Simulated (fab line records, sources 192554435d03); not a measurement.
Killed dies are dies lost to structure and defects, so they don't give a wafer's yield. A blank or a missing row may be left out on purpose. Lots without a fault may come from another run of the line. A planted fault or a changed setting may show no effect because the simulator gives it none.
Which tool did it? | flow n5_finfet | 12 lots, 36 wafers sampled, at 1 step of a route of 1938

WHAT THE GAUGES READ, wafer by wafer
N5_BEOL_M14_OVL_MEAS_11.
lot  | measured     | on         | V13_OVL (nm)
L076 | day 11 06:11 | overlay-02 | -4 4 -8
L079 | day 11 14:27 | overlay-01 | 7 -13 6
L078 | day 11 16:25 | overlay-02 | 10 8 5
L080 | day 12 15:58 | overlay-01 | 6 8 5
L084 | day 13 14:04 | overlay-01 | 8 6 10
L085 | day 13 19:24 | overlay-01 | 6 1 6
L088 | day 14 15:07 | overlay-01 | -7 -3 1
L089 | day 15 04:24 | overlay-01 | 4 4 3
L093 | day 15 05:40 | overlay-02 | 5 4 -10
L092 | day 15 13:07 | overlay-01 | -6 -2 3
L096 | day 16 10:03 | overlay-01 | -5 6 1
L097 | day 16 17:07 | overlay-02 | 9 2 2

WHICH TOOL RAN EACH LOT (tool, then ch and the chambers of the sampled wafers, then the start)
The record holds no process step before these readings.

THE ANSWER, worked out from the rows above alone
Rule: what is usual is taken from the lots themselves. Put in order of their means at a reading, lots are off if they are a third of the lots or fewer, leave a main group of 4 or more, and stand apart from it by a gap of 3 or more times the standard deviation of the main group's means; of several such gaps the widest counts. A main group whose means are all the same, to the digits that the tables above print for the reading, isn't used. A lot without any number at a reading at which 4 lots or more have one is off too. The other lots that the step has rows for count as sound.
No lot is off at any reading shown: from this, nothing can be told.

WHAT THE SIMULATOR HAD PUT IN
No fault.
